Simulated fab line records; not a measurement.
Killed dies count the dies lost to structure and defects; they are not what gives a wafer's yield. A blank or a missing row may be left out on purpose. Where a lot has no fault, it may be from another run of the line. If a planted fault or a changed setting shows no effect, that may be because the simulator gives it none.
fab line records + flow nandHarc
[record]
- lots = 14
- wafers = 40
- lastDay = 24
route steps=1159 shown A_CHANNEL_HOLE_D1@450 HYBRID_BOND@1100 THIN_TSV@1102 END@1159
lots with no fault: from the same line, run without faults
startH: hours from the record's first day to the start of the lot's first wafer shown + waitH: time in hours since the lot's previous step + " unchanged from the row above + L1.1+2: a row that stands for several wafers + - value missing, or start not given + * or withheld: withheld + < > ~ a bound
route shown NAME@n: a module of which the file shows steps, and the number in the route of the first + usual: mean and standard deviation over wafers with no fault + same: alike in all rows + chamber/n: place in a boat + sites: per-site readings + _std_site: standard deviation of those values + _edge_site: mean of outer sites minus mean of inner sites + radiusMm: for every site, how far away it sits from the centre of the wafer + mask NAME#n: copy n + behind: tool/chamber where the wafer was last shaped + hold: what put the lot on hold/how long, in hours/how the hold closed + device: which transistor (n, p or np) failed to switch + end of line: at the end of the route, the tests of the same wafers + step lacking rows: just its recipe + killed: count of dies lost to structure and defects at first sort (not the wafer's yield) + map: a wafer's dies, x killed, . not, _ none there
set.NAME: the setting as run; set.NAME@STEP: as run at that earlier step + model.NAME: the simulator's own value behind a step, which no gauge read
steps of the route over a sample of lots; a table a step, a row a wafer
services: from which hour (startH, from the record's first day; less than 0 if before it) a tool's chamber was out of use, for how many hours, and why
[[steps]]
[step NHARC_A_CHANNEL_HOLE_D1_DEP_00]
[recipe]
- targetThkA = 31000
- tempC = 400
- material = aC
[usual]
- throttleValvePct = 35.000/0.0089
| lot.wafer | tool      | chamber | startH | waitH | throttleValvePct |
|-----------|-----------|---------|--------|-------|------------------|
| L484.1    | aclDep-01 | 0       | 167.72 | 0.9   | 34.990           |
| L484.3    | "         | 0       | "      | "     | 34.993           |
| L484.4    | "         | 0       | "      | "     | 34.997           |
| L483.1    | aclDep-03 | 0       | 174.58 | 0.1   | 35.000           |
| L483.5    | "         | 0       | 175.84 | 1.3   | 34.994           |
| L483.6    | "         | 0       | "      | "     | 34.996           |
| L485.2    | aclDep-03 | 0       | 188.78 | 0.4   | 34.998           |
| L485.4    | "         | 0       | "      | "     | 34.995           |
| L485.5    | "         | 0       | "      | "     | 35.016           |
| L487.3    | aclDep-02 | 0       | 197.49 | 2.1   | 34.999           |
| L487.4    | "         | 0       | "      | "     | 34.989           |
| L487.6    | "         | 0       | "      | "     | 34.998           |
| L490.3    | aclDep-01 | 0       | 224.98 | 0.7   | 34.993           |
| L490.4    | "         | 0       | "      | "     | 34.991           |
| L490.5    | "         | 0       | "      | "     | 34.998           |
| L491.2    | aclDep-02 | 0       | 226.10 | 1.6   | 34.998           |
| L491.5    | "         | 0       | "      | "     | 35.000           |
| L495.5    | aclDep-02 | 0       | 249.63 | 1.9   | 34.994           |
| L495.6    | "         | 0       | "      | "     | 35.012           |
| L496.3    | aclDep-03 | 0       | 249.82 | 1.6   | 34.995           |
| L496.5    | "         | 0       | "      | "     | 35.004           |
| L496.6    | "         | 0       | "      | "     | 35.004           |
| L497.1    | aclDep-03 | 0       | 261.53 | 0.6   | 34.991           |
| L497.3    | "         | 0       | "      | "     | 34.987           |
| L497.4    | "         | 0       | "      | "     | 34.996           |
| L499.2    | aclDep-03 | 0       | 268.63 | 0.4   | 35.006           |
| L499.4    | "         | 0       | "      | "     | 34.998           |
| L499.6    | "         | 0       | "      | "     | 34.986           |
| L501.2    | aclDep-03 | 0       | 277.38 | 0.4   | 34.987           |
| L501.3    | "         | 0       | "      | "     | 34.999           |
| L501.5    | "         | 0       | "      | "     | 34.998           |
| L502.1    | aclDep-01 | 0       | 280.79 | 0.1   | 35.018           |
| L502.2    | "         | 0       | "      | "     | 35.005           |
| L502.6    | "         | 0       | 282.37 | 1.6   | 35.001           |
| L503.4    | aclDep-03 | 0       | 296.44 | 3.7   | 35.000           |
| L503.5    | "         | 0       | "      | "     | 35.008           |
| L503.6    | "         | 0       | "      | "     | 34.997           |
| L506.3    | aclDep-03 | 0       | 305.34 | 2.3   | 34.987           |
| L506.4    | "         | 0       | "      | "     | 34.999           |
| L506.5    | "         | 0       | "      | "     | 35.000           |
[step NHARC_HYBRID_BOND_INSPECT_06]
[recipe]
- inspectInstrument = irVoid
[usual]
- rawDefectCount = 35/13
| lot.wafer | tool             | chamber | startH | waitH | rawDefectCount |
|-----------|------------------|---------|--------|-------|----------------|
| L484.1    | defectInspect-01 | -       | 428.15 | 0.0   | 50             |
| L484.3    | "                | -       | "      | "     | 42             |
| L484.4    | "                | -       | "      | "     | 33             |
| L483.1    | defectInspect-02 | -       | 428.17 | 0.1   | 17             |
| L483.5    | "                | -       | "      | "     | 24             |
| L483.6    | "                | -       | "      | "     | 24             |
| L485.2    | defectInspect-01 | -       | 428.18 | 0.1   | 39             |
| L485.4    | "                | -       | "      | "     | 46             |
| L485.5    | "                | -       | "      | "     | 44             |
| L487.3    | defectInspect-01 | -       | 441.31 | 0.1   | 50             |
| L487.4    | "                | -       | "      | "     | 51             |
| L487.6    | "                | -       | "      | "     | 55             |
| L490.3    | defectInspect-01 | -       | 468.46 | 0.1   | 31             |
| L490.4    | "                | -       | "      | "     | 51             |
| L490.5    | "                | -       | "      | "     | 52             |
| L495.6    | defectInspect-02 | -       | 492.01 | 0.1   | 22             |
| L496.3    | defectInspect-02 | -       | 500.09 | 0.1   | 34             |
| L496.5    | "                | -       | "      | "     | 32             |
| L496.6    | "                | -       | "      | "     | 29             |
| L497.1    | defectInspect-02 | -       | 523.01 | 0.1   | 40             |
| L497.3    | "                | -       | "      | "     | 33             |
| L497.4    | "                | -       | "      | "     | 49             |
| L501.2    | defectInspect-02 | -       | 527.29 | 0.1   | 29             |
| L501.3    | "                | -       | "      | "     | 44             |
| L501.5    | "                | -       | "      | "     | 43             |
| L499.2    | defectInspect-01 | -       | 527.30 | 0.1   | 36             |
| L499.4    | "                | -       | "      | "     | 35             |
| L499.6    | "                | -       | "      | "     | 35             |
| L502.1    | defectInspect-02 | -       | 527.31 | 0.1   | 16             |
| L502.2    | "                | -       | "      | "     | 18             |
| L502.6    | "                | -       | "      | "     | 16             |
| L503.4    | defectInspect-01 | -       | 551.45 | 0.1   | 26             |
| L503.5    | "                | -       | "      | "     | 32             |
| L503.6    | "                | -       | "      | "     | 35             |
| L506.3    | defectInspect-01 | -       | 557.31 | 0.1   | 20             |
| L506.4    | "                | -       | "      | "     | 25             |
| L506.5    | "                | -       | "      | "     | 15             |
[step NHARC_THIN_TSV_CMP_01]
[recipe]
- targetThkUm = 3
[usual]
- motorCurrentA = 12.2/1.2
| lot.wafer | tool   | chamber | startH | waitH | motorCurrentA |
|-----------|--------|---------|--------|-------|---------------|
| L484.3    | cmp-02 | 1       | 430.73 | 0.6   | 13.3          |
| L484.4    | "      | 2       | "      | "     | 13.1          |
| L484.1    | "      | 3       | "      | "     | 12.3          |
| L483.1    | cmp-01 | 0       | 432.00 | 1.1   | 11.2          |
| L483.6    | "      | 2       | "      | "     | 9.4           |
| L483.5    | "      | 3       | "      | "     | 13.0          |
| L485.2    | cmp-01 | 3       | 433.13 | 0.8   | 12.6          |
| L485.4    | "      | 2       | "      | "     | 9.1           |
| L485.5    | "      | 3       | "      | "     | 12.5          |
| L487.4    | cmp-03 | 3       | 442.69 | 0.4   | 13.0          |
| L487.3    | "      | 1       | "      | "     | 12.2          |
| L487.6    | "      | 3       | "      | "     | 13.4          |
| L490.4    | cmp-01 | 3       | 471.04 | 0.4   | 12.9          |
| L490.3    | "      | 1       | "      | "     | 13.3          |
| L490.5    | "      | 3       | "      | "     | 12.5          |
| L495.6    | cmp-02 | 3       | 494.67 | 0.1   | 12.4          |
| L496.3    | cmp-03 | 2       | 501.46 | 0.6   | 12.7          |
| L496.5    | "      | 2       | "      | "     | 12.5          |
| L496.6    | "      | 3       | "      | "     | 13.3          |
| L497.1    | cmp-03 | 0       | 526.79 | 1.0   | 12.3          |
| L497.4    | "      | 1       | "      | "     | 12.0          |
| L497.3    | "      | 2       | "      | "     | 12.2          |
| L501.3    | cmp-01 | 3       | 528.69 | 0.6   | 13.2          |
| L501.2    | "      | 1       | "      | "     | 13.3          |
| L501.5    | "      | 0       | "      | "     | 10.7          |
| L499.4    | cmp-02 | 3       | 529.90 | 0.4   | 12.4          |
| L499.2    | "      | 1       | "      | "     | 12.9          |
| L499.6    | "      | 2       | "      | "     | 13.1          |
| L502.1    | cmp-03 | 2       | 531.06 | 1.0   | 12.8          |
| L502.2    | "      | 0       | "      | "     | 12.5          |
| L502.6    | "      | 2       | "      | "     | 13.3          |
| L503.4    | cmp-03 | 2       | 554.96 | 0.5   | 13.0          |
| L503.6    | "      | 3       | "      | "     | 12.5          |
| L503.5    | "      | 0       | "      | "     | 12.7          |
| L506.3    | cmp-01 | 2       | 558.74 | 0.7   | 9.3           |
| L506.4    | "      | 3       | "      | "     | 13.5          |
| L506.5    | "      | 0       | "      | "     | 10.7          |
[step NHARC_THIN_TSV_CD_MEAS_16]
[usual]
- cdNm = 998.7/2.9
| lot.wafer | tool     | chamber | startH | waitH | cdNm   |
|-----------|----------|---------|--------|-------|--------|
| L484.1    | cdSem-01 | -       | 433.16 | 0.1   | 1001.5 |
| L484.3    | "        | -       | "      | "     | 996.2  |
| L484.4    | "        | -       | "      | "     | 998.7  |
| L483.1    | cdSem-01 | -       | 434.25 | 0.1   | 998.6  |
| L483.5    | "        | -       | "      | "     | 995.6  |
| L483.6    | "        | -       | "      | "     | 992.9  |
| L485.2    | cdSem-02 | -       | 435.32 | 0.1   | 997.1  |
| L485.4    | "        | -       | "      | "     | 995.9  |
| L485.5    | "        | -       | "      | "     | 995.3  |
| L487.3    | cdSem-03 | -       | 444.96 | 0.1   | 996.9  |
| L487.4    | "        | -       | "      | "     | 996.3  |
| L487.6    | "        | -       | "      | "     | 996.8  |
| L490.3    | cdSem-01 | -       | 473.37 | 0.1   | 996.0  |
| L490.4    | "        | -       | "      | "     | 999.5  |
| L490.5    | "        | -       | "      | "     | 998.6  |
| L495.6    | cdSem-02 | -       | 496.86 | 0.1   | 1001.3 |
| L496.3    | cdSem-03 | -       | 503.81 | 0.1   | 999.7  |
| L496.5    | "        | -       | "      | "     | 1000.4 |
| L496.6    | "        | -       | "      | "     | 997.1  |
| L497.1    | cdSem-01 | -       | 529.22 | 0.1   | 1002.0 |
| L497.3    | "        | -       | "      | "     | 998.7  |
| L497.4    | "        | -       | "      | "     | 997.1  |
| L501.2    | cdSem-03 | -       | 530.88 | 0.1   | 997.6  |
| L501.3    | "        | -       | "      | "     | 1002.0 |
| L501.5    | "        | -       | "      | "     | 996.8  |
| L499.2    | cdSem-03 | -       | 532.03 | 0.1   | 999.2  |
| L499.4    | "        | -       | "      | "     | 991.3  |
| L499.6    | "        | -       | "      | "     | 999.1  |
| L502.1    | cdSem-02 | -       | 533.35 | 0.1   | 997.9  |
| L502.2    | "        | -       | "      | "     | 994.6  |
| L502.6    | "        | -       | "      | "     | 995.6  |
| L503.4    | cdSem-03 | -       | 557.05 | 0.1   | 1002.1 |
| L503.5    | "        | -       | "      | "     | 1007.4 |
| L503.6    | "        | -       | "      | "     | 1002.4 |
| L506.3    | cdSem-01 | -       | 560.93 | 0.1   | 997.8  |
| L506.4    | "        | -       | "      | "     | 1000.3 |
| L506.5    | "        | -       | "      | "     | 1000.1 |
[step NHARC_END_SORT_01]
[recipe]
- tempC = 25
[usual]
- killedAtArray = 31/11
- killedAtOther = 0.5/0.78
- killedAtPeriphery = 3.0/2
- killedDies = 34/12
- killedOpen = 3.2/2
- killedShort = 1.9/1.6
[same]
- grossDies = 677
| lot.wafer | tool      | chamber | startH | waitH | killedAtArray | killedAtOther | killedAtPeriphery | killedDies | killedOpen | killedShort |
|-----------|-----------|---------|--------|-------|---------------|---------------|-------------------|------------|------------|-------------|
| L491.2    | prober-02 | 0       | 497.89 | 2.8   | 667           | 0             | 4                 | 671        | 4          | 2           |
| L491.5    | prober-02 | 0       | 500.29 | 3.7   | 663           | 0             | 4                 | 667        | 4          | 4           |
| L495.5    | prober-01 | 0       | 513.19 | 3.7   | 655           | 3             | 4                 | 662        | 4          | 3           |
| L495.6    | prober-01 | 0       | 513.98 | 4.0   | 17            | 1             | 4                 | 22         | 3          | 0           |
// killed by level:class
L491.2 A_CHANNEL_HOLE_D1:areaDep=634 A_SLIT:chamberFilmFlake=12 A_CHANNEL_HOLE_D1:chamberFilmFlake=9 A_STAIRCASE:chamberFilmFlake=4 P_ZERO_WELL:chamberFilmFlake=3 A_CONTACT:chamberFilmFlake=3 P_CONTACT:geometricParticle:short=1 A_SOURCE_PLATE:geometricParticle:open=1
L491.5 A_CHANNEL_HOLE_D1:areaDep=612 A_CHANNEL_HOLE_D1:chamberFilmFlake=23 A_SLIT:chamberFilmFlake=14 A_STAIRCASE:chamberFilmFlake=6 A_WL_FILL:geometricParticle:open=3 P_CONTACT:geometricParticle:short=2 A_CONTACT:chamberFilmFlake=2 P_M0:geometricParticle:open=1
L495.5 A_CHANNEL_HOLE_D1:areaDep=637 A_CHANNEL_HOLE_D1:chamberFilmFlake=6 A_CONTACT:chamberFilmFlake=3 THIN_TSV:chamberFilmFlake=3 A_WL_FILL:geometricParticle:short=2 A_CONTACT:geometricParticle:open=2 P_M1:chamberFilmFlake=2 A_STAIRCASE:chamberFilmFlake=2
L495.6 A_CONTACT:chamberFilmFlake=8 A_CHANNEL_HOLE_D1:chamberFilmFlake=5 P_GATE:geometricParticle:open=2 P_M1:chamberFilmFlake=2 A_ZERO_WELL:chamberFilmFlake=2 A_CONTACT:geometricParticle:open=1 HYBRID_BOND:chamberFilmFlake=1 A_STAIRCASE:chamberFilmFlake=1
[[services]]
| tool      | chamber | startH | hours | kind   |
|-----------|---------|--------|-------|--------|
| cmp-01    | -       | 179.50 | 4.0   | pm     |
| cmp-03    | -       | 209.59 | 4.0   | pm     |
| aclDep-03 | -       | 226.26 | 13.0  | pm     |
| cmp-03    | -       | 236.64 | 0.4   | repair |
| cmp-01    | -       | 277.51 | 4.0   | pm     |
| cmp-01    | -       | 284.93 | 3.4   | repair |
| aclDep-01 | -       | 294.74 | 13.0  | pm     |
| cmp-03    | -       | 296.32 | 3.3   | repair |
| cmp-03    | -       | 307.59 | 4.0   | pm     |
| cmp-03    | -       | 313.84 | 3.7   | repair |
| cmp-03    | -       | 343.86 | 3.5   | repair |
| cmp-03    | -       | 351.42 | 2.3   | repair |
| cmp-03    | -       | 374.10 | 4.0   | repair |
| cmp-01    | -       | 375.52 | 4.0   | pm     |
| cmp-03    | -       | 382.34 | 0.8   | repair |
| cmp-03    | -       | 387.47 | 4.0   | repair |
| cmp-03    | -       | 405.59 | 4.0   | pm     |
| aclDep-03 | -       | 408.36 | 13.0  | pm     |
| cmp-01    | -       | 437.60 | 5.6   | repair |
| cmp-03    | -       | 443.60 | 0.5   | repair |
| cmp-03    | -       | 465.08 | 2.7   | repair |
| cmp-01    | -       | 473.52 | 4.0   | pm     |
| cmp-01    | -       | 481.02 | 2.6   | repair |
| cmp-03    | -       | 503.59 | 4.0   | pm     |
[[key]]
[firstSign]
- step = NHARC_END_SORT_01
- reading = killedAtArray
- direction = up
- sigmas = 57
- usual = 31
- struck = 662
[effect]
- step = NHARC_END_SORT_01
- reading = killedDies
- direction = up
- sigmas = 55
- usual = 34
- struck = 667
[moreKillsBornAt]
- NHARC_A_CHANNEL_HOLE_D1_DEP_00@aclDep-02 = 1883
metAt NHARC_A_CHANNEL_HOLE_D1_DEP_00
struckLots L491,L495
struckWafers L491.2,L491.5,L495.5
laterRowsLeftOut L491.2,L491.5,L495.5
testerLeftOut L491,L495
notActingAt NHARC_HYBRID_BOND_INSPECT_06,NHARC_THIN_TSV_CMP_01,NHARC_THIN_TSV_CD_MEAS_16
onsetBetween 197.49 226.10
[fault]
- kind = processParameterDrift
- tool = aclDep-02
- chamber = -
- onsetH = 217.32
- steps = NHARC_A_CHANNEL_HOLE_D1_DEP_00
- channel = targetThkA
- offset = *
- shape = step
- endH = 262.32
- scope = struckWafersOnly
- actsIn = *
- stated = *
// testerLeftOut: of these lots the tester's yield and bins aren't shown, on N5 and GAA mostly nor the transistor test; their killed dies are dies lost to structure and defects alone, not to doping, threshold or leakage, so they don't give the yield
// laterRowsLeftOut: the simulator's readings of these wafers behind a module that went badly wrong aren't trusted and aren't shown, but for the sort
